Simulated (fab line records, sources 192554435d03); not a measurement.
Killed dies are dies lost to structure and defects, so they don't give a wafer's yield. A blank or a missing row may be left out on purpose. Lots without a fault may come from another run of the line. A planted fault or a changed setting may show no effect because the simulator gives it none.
Split-lot experiment | flow n5_finfet | 7 lots, 21 wafers read, on a route of 1938 steps

THE SPLIT
At N5_BEOL_M8_TRENCH_ETCH_37 (etches SiCOH lowk in C4F6/O2, target depth 93.478 nm, time 31.2 s), the setting source_w was moved away from the recipe's 345 W on 7 of the 21 wafers read, by +6.9% to +16.6%. The other wafers ran this setting at the recipe's value.

FROM THE SPLIT TO THE READING: what the file shows between them, 12 steps
- N5_BEOL_M8_ETCH_41: etches SiCN in CH3F/O2, target depth 31.9 nm, time 57.8 s
- N5_BEOL_M8_STRIP_80: strips in N2/H2, time 10 s
- N5_BEOL_M8_OCD_MEAS_38
- N5_BEOL_M8_CURE_75: cures SiCOH lowk, time 120 s (also split here: time_s)
- N5_BEOL_M8_DEGAS_44: time 60 s
- N5_BEOL_M8_PRE_CLEAN_45: time 30 s
- N5_BEOL_M8_ECD_50: material Cu, target thk 300 nm
- N5_BEOL_M8_ANNEAL_51: time 90 s
- N5_BEOL_M8_CMP_52: polishes, stops on SiCOH lowk, t overpolish 6.9 s, target thk 80 nm
- N5_BEOL_M8_THK_MEAS_53: measures by xrf
- N5_BEOL_M8_PRE_CLEAN_55: time 15 s
- N5_BEOL_M8_DEP_56: deposits SiCN from 3MS/NH3, target thk 10 nm, time 17.5 s

THE READING
M8_RS, in ohm/sq, at N5_BEOL_M8_RS_MEAS_57 (measures by four-point-probe). Fault-free wafers of this fab line usually give 0.284 ohm/sq, standard deviation 0.007 ohm/sq.

wafer  | tool, chamber at the split | source_w as run, W | against the recipe | M8_RS, ohm/sq | against lot-mates on the recipe
L074.1 | rie_diel-04, 1             | 345                | recipe             | 0.287         | -
L074.4 | rie_diel-04, 3             | 368.8              | +6.9%              | 0.271         | -0.016
L074.5 | rie_diel-04, 3             | 368.8              | +6.9%              | 0.275         | -0.012
L077.1 | rie_diel-04, 0             | 345                | recipe             | 0.286         | -
L077.3 | rie_diel-04, 2             | 345                | recipe             | 0.281         | -
L077.5 | rie_diel-04, 2             | 345                | recipe             | 0.281         | -
L079.2 | rie_diel-04, 1             | 345                | recipe             | 0.295         | -
L079.4 | rie_diel-04, 3             | 345                | recipe             | 0.285         | -
L079.6 | rie_diel-04, 3             | 345                | recipe             | 0.284         | -
L080.2 | rie_diel-06, 0             | 398.5              | +15.5%             | 0.259         | -0.028
L080.4 | rie_diel-06, 3             | 345                | recipe             | 0.287         | -
L080.5 | rie_diel-06, 2             | 398.5              | +15.5%             | 0.264         | -0.023
L083.1 | rie_diel-02, 1             | 402.3              | +16.6%             | 0.261         | -0.019
L083.4 | rie_diel-02, 3             | 345                | recipe             | 0.279         | -
L083.6 | rie_diel-02, 3             | 345                | recipe             | 0.280         | -
L094.1 | rie_diel-04, 0             | 386.4              | +12.0%             | 0.260         | -0.018
L094.3 | rie_diel-04, 2             | 386.4              | +12.0%             | 0.254         | -0.024
L094.6 | rie_diel-04, 3             | 345                | recipe             | 0.278         | -
L095.2 | rie_diel-06, 0             | 345                | recipe             | 0.284         | -
L095.3 | rie_diel-06, 1             | 345                | recipe             | 0.293         | -
L095.5 | rie_diel-06, 2             | 345                | recipe             | 0.293         | -

THE FIT
A straight line over all 21 wafers: M8_RS changes by -0.00172 ohm/sq for each +1% of source_w; r = -0.90; the points scatter about the line by 0.0055 ohm/sq.
The same after taking each lot's own level away (the mean of its wafers on the recipe; 21 wafers): -0.00155 ohm/sq for each +1%; r = -0.94; scatter 0.0038 ohm/sq.
On that fit, the largest move of source_w shifts the reading by 0.026 ohm/sq.
The lots' own levels span 0.2780 to 0.2900 ohm/sq, that is 1.7 times the standard deviation above.
So the lot-to-lot level changes the slope: the two fits differ.
Check: with one of the wafers moved furthest among these (+16.6%) left out of the fit, the line predicts -0.0285 ohm/sq for it against its lot-mates. It came out at -0.0185 ohm/sq against them.
Tool readings at the split's step, against how far the setting was moved: rf_vpp_V r = -0.96.

OTHER SPLITS ON THESE WAFERS
These wafers also went through other splits before the reading. Each is held against what the fit with the lots' levels taken away leaves over:
other split on the same wafers    | wafers away from the commonest value | r with M8_RS (lot level and that fit taken away)
N5_BEOL_M7_PECVD_70 time_s        | 7                                    | -0.21
N5_BEOL_M7_HM_DEP_02 target_thk_a | 11                                   | -0.21
N5_BEOL_M7_EXPOSE_25 dose_mj      | 11                                   | +0.20
N5_BEOL_M8_CURE_75 time_s         | 5                                    | -0.01

THE WHOLE CHAIN: every reading that the file lists as answering this split, in the file's order
step                      | what it does                                                        | reading                                                                      | change (the file's fit)               | r (the file's)
N5_BEOL_M8_TRENCH_ETCH_37 | etches SiCOH lowk in C4F6/O2, target depth 93.478 nm, time 31.2 s   | rf_vpp_V                                                                     | -3.27 V for each +1% of the setting   | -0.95
N5_BEOL_M8_TRENCH_ETCH_37 | etches SiCOH lowk in C4F6/O2, target depth 93.478 nm, time 31.2 s   | etch.depth_nm (the simulator's own value, which no gauge read)               | +0.393 nm for each +1% of the setting | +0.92
N5_BEOL_M8_TRENCH_ETCH_37 | etches SiCOH lowk in C4F6/O2, target depth 93.478 nm, time 31.2 s   | BEOL_M8.feature_depth_nm (the simulator's own value, which no gauge read)    | +0.386 nm for each +1% of the setting | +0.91
N5_BEOL_M8_OCD_MEAS_38    |                                                                     | trench_depth_nm                                                              | +0.393 nm for each +1% of the setting | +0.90
N5_BEOL_M8_CMP_52         | polishes, stops on SiCOH lowk, t overpolish 6.9 s, target thk 80 nm | Cu_of_BEOL_M8_ECD_50.thk_nm (the simulator's own value, which no gauge read) | +0.39 nm for each +1% of the setting  | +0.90
N5_BEOL_M8_THK_MEAS_53    | measures by xrf                                                     | M8_THK                                                                       | +0.404 for each +1% of the setting    | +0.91
N5_BEOL_M8_RS_MEAS_57     | measures by four-point-probe                                        | M8_RS                                                                        | -0.00148 for each +1% of the setting  | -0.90

THE FILE'S OWN FIT
M8_RS changes by -0.00148 ohm/sq for each +1% of source_w, r = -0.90.
